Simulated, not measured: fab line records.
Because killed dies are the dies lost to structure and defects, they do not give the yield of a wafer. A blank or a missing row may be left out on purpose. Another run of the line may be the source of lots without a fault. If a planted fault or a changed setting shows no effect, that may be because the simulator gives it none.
Which tool is to blame?	flow n5-finfet	9 lots with 27 wafers sampled at 5 steps, on a route of 1938 steps

== WHAT EACH GAUGE READ, for each wafer ==
N5_ILD0_INSPECT_06: inspects for defects (darkfield).
lot	measured	on	raw-defect-count
L285	day 3 19:37	defect-inspect-01	47 25 33
L286	day 4 02:13	defect-inspect-02	21 41 69
L287	day 4 05:35	defect-inspect-02	28 38 19
L289	day 4 17:01	defect-inspect-01	13 35 41
L291	day 5 06:26	defect-inspect-01	10 29 20
L297	day 6 18:23	defect-inspect-01	24 29 15
L304	day 8 10:45	defect-inspect-02	103 93 31
L307	day 9 05:49	defect-inspect-01	37 34 44
L308	day 9 12:22	defect-inspect-02	51 20 11

N5_BEOL_M4_RC_MEAS_101.
lot	measured	on	DIBL_N (mV/V)	DIBL_P (mV/V)	IOFF_N (nA/um)	IOFF_P (nA/um)	ION_N (uA/um)	ION_P (uA/um)	SS_N (mV/dec)	SS_P (mV/dec)	VT_N (mV)	VT_P (mV)
L285	day 8 14:59	prober-02	31.8 33.0 34.4	34.0 34.7 37.4	0.12 0.13 0.16	0.17 0.17 0.20	671 659 675	462 450 461	71.2 70.6 70.9	72.4 72.4 73.5	252 254 250	-250.3 -253.8 -249.8
L286	day 8 23:19	prober-02	37.5 39.7 38.2	37.7 40.1 38.4	0.16 0.20 0.17	0.22 0.25 0.23	672 676 673	459 464 461	71.8 72.6 72.1	74.5 74.9 74.8	248 248 250	-247.8 -246.5 -249.2
L287	day 8 18:32	prober-01	36.6 36.1 38.4	33.7 33.6 36.9	0.13 0.13 0.17	0.17 0.18 0.22	661 668 687	458 455 471	71.9 70.7 72.0	72.1 72.0 73.1	251 251 245	-253.6 -250.0 -247.1
L289	day 9 07:25	prober-01	40.0 40.9 35.9	39.5 41.1 34.9	0.23 0.25 0.14	0.28 0.32 0.19	695 679 657	472 457 451	72.2 72.4 71.0	74.4 74.7 73.1	246 245 251	-246.4 -248.5 -251.8
L291	day 9 09:58	prober-02	37.3 36.1 35.4	35.9 35.1 33.9	0.20 0.18 0.17	0.24 0.24 0.21	665 679 689	450 467 470	71.8 71.3 71.3	73.2 73.1 73.8	244 249 246	-250.3 -250.9 -248.8
L297	day 11 17:28	prober-01	38.3 39.4 38.6	36.8 37.8 37.5	0.19 0.24 0.21	0.25 0.27 0.27	684 693 680	464 465 462	71.7 72.8 72.3	74.4 74.5 74.3	245 243 247	-248.6 -247.5 -247.8
L304	day 13 08:45	prober-02	36.0 32.4 38.2	36.4 33.5 40.1	0.16 0.12 0.22	0.20 0.16 0.26	654 668 693	452 463 474	72.2 70.2 72.2	73.7 72.5 73.2	251 250 244	-253.1 -252.6 -248.4
L307	day 13 21:25	prober-01	38.1 37.5 37.7	41.2 39.5 39.4	0.24 0.21 0.21	0.30 0.26 0.26	691 684 661	474 467 449	72.1 71.8 72.3	73.9 74.3 74.0	243 248 247	-243.0 -246.6 -245.4
L308	day 14 20:04	prober-01	38.1 39.1 38.8	40.2 40.6 41.3	0.19 0.22 0.21	0.21 0.23 0.23	671 682 675	457 457 456	71.6 72.8 72.4	75.2 74.2 74.7	249 246 248	-250.8 -251.5 -248.9

== EACH LOT AND THE TOOL THAT RAN IT (in order: tool; ch and the chambers of the sampled wafers; start) ==
lot	N5_ILD0_CMP_03	N5_ILD0_CMP_12	N5_SDB_ETCH_17
L285	cmp-01 ch 1,2,3, day 3 15:37	cmp-01 ch 0,2,3, day 3 19:22	rie-diel-05 ch 1,2,3, day 3 20:25
L286	cmp-02 ch 1,3, day 3 22:19	cmp-01 ch 0,1,2, day 4 01:58	rie-diel-01 ch 1,3, day 4 02:42
L287	cmp-02 ch 0,2,3, day 4 01:41	cmp-02 ch 0,2,3, day 4 05:20	rie-diel-01 ch 1,2, day 4 06:12
L289	cmp-02 ch 1,2, day 4 13:09	cmp-02 ch 0,2,3, day 4 16:43	rie-diel-01 ch 0,3, day 4 17:37
L291	cmp-04 ch 0,3, day 5 02:23	cmp-04 ch 0,2,3, day 5 06:09	rie-diel-05 ch 0,1,3, day 5 07:02
L297	cmp-04 ch 1,2,3, day 6 14:30	cmp-02 ch 0,1, day 6 18:06	rie-diel-06 ch 2,3, day 6 19:05
L304	cmp-04 ch 0,2,3, day 8 06:56	cmp-04 ch 0,1,3, day 8 10:26	rie-diel-01 ch 0,1,2, day 8 11:37
L307	cmp-01 ch 0,2, day 9 01:37	cmp-04 ch 0,3, day 9 05:29	rie-diel-06 ch 0,2,3, day 9 06:20
L308	cmp-04 ch 0,2,3, day 9 08:35	cmp-04 ch 0,3, day 9 12:02	rie-diel-06 ch 0,2, day 9 12:52
- N5_ILD0_CMP_03: polishes, stops on SiNx, t overpolish 1.9 s, target thk 197.38 nm.
- N5_ILD0_CMP_12: polishes SiNx, stops on poly-Si, t overpolish 6 s, target thk 17.67 nm.
- N5_SDB_ETCH_17: etches SiARC in CF4, target depth 23.4 nm, time 39 s.

== WHAT THE TOOLS THEMSELVES READ (means of the sampled wafers that have a number; where no wafer has one, the mark that the record gives instead) ==
N5_ILD0_CMP_03.
lot	tool	motor-current-A (A)	overpolish-run-s (s)	slurry-filter-dp-kPa (kPa)	slurry-flow-ml-min	time-to-endpoint-s (s)
L285	cmp-01	13.5	1.894	13.55	149.6	70
L286	cmp-02	11.5	1.905	13.45	150.0	73
L287	cmp-02	11.0	1.900	13.38	149.9	72
L289	cmp-02	11.0	1.904	13.47	149.8	71
L291	cmp-04	13.7	1.900	13.52	149.9	66
L297	cmp-04	12.8	1.904	13.47	150.1	67
L304	cmp-04	13.9	1.901	13.54	149.6	67
L307	cmp-01	12.1	1.896	13.56	150.3	71
L308	cmp-04	13.4	1.902	13.48	149.8	65

N5_ILD0_CMP_12.
lot	tool	motor-current-A (A)	overpolish-run-s (s)	slurry-filter-dp-kPa (kPa)	slurry-flow-ml-min	time-to-endpoint-s (s)
L285	cmp-01	9.2	6.014	13.59	150.3	28
L286	cmp-01	8.8	6.011	13.34	149.8	26
L287	cmp-02	8.4	5.997	13.42	150.0	30
L289	cmp-02	8.3	5.992	13.39	150.4	31
L291	cmp-04	9.8	6.012	13.56	149.6	28
L297	cmp-02	7.8	6.003	13.50	149.9	27
L304	cmp-04	9.7	6.017	13.54	149.8	27
L307	cmp-04	9.8	5.997	13.42	150.0	29
L308	cmp-04	10.3	6.001	13.40	150.1	27

N5_SDB_ETCH_17.
lot	tool	drypump-motor-current-A (A)	etch-rf-on-time-s (s)	oes-product-au (a.u.)	rf-vpp-V (V)	showerhead-plenum-p-Torr (Torr)	throttle-valve-pct (%)
L285	rie-diel-05	6.1	38.7	0.71	182.7	2.10	15.60
L286	rie-diel-01	5.4	38.7	0.64	184.9	2.15	15.73
L287	rie-diel-01	6.2	38.8	0.67	184.2	2.14	15.60
L289	rie-diel-01	6.0	38.2	0.61	183.4	2.14	15.60
L291	rie-diel-05	6.0	39.3	0.66	184.1	2.12	15.65
L297	rie-diel-06	5.1	38.8	0.71	183.2	2.07	15.30
L304	rie-diel-01	6.1	35.3	0.76	185.1	2.18	15.50
L307	rie-diel-06	5.5	39.0	0.66	183.8	2.06	15.53
L308	rie-diel-06	6.0	39.7	0.64	183.4	2.06	15.64

== THE ANSWER, worked out from the rows above alone ==
Rule: the usual values come from the lots themselves. Put in order of their means at a reading, lots are off if they are a third of the lots or fewer, leave a main group of 4 or more, and stand apart from it by a gap of 3 or more times the standard deviation of the main group's means; of several such gaps the widest counts. The tables above print the reading to a certain number of digits; a main group whose means all agree to those digits is not used. Also off: a lot with no number at a reading for which 4 or more lots have one. Any other lot the step has rows for is counted as sound. The gauges are gone through in route order, then the tools' own readings, and for those a lot's mean is taken as printed above. The first step at which some lot is off is used, and at that step the reading that is off furthest; a lot without a number counts as furthest.
Off, at N5_ILD0_INSPECT_06 on raw-defect-count: L304. For the main group the mean is 31 and the standard deviation 7.5.
A tool fits if, at a process step before that reading, it ran every lot that is off, and no sound lot after the first of them. The gauges at N5_ILD0_INSPECT_06 aren't tried: what is off there is off at N5_SDB_ETCH_17 too, on other tools, and a gauge's error can't cause that. Not one of the candidates tried fits.

== WHAT THE SIMULATOR HAD PUT IN ==
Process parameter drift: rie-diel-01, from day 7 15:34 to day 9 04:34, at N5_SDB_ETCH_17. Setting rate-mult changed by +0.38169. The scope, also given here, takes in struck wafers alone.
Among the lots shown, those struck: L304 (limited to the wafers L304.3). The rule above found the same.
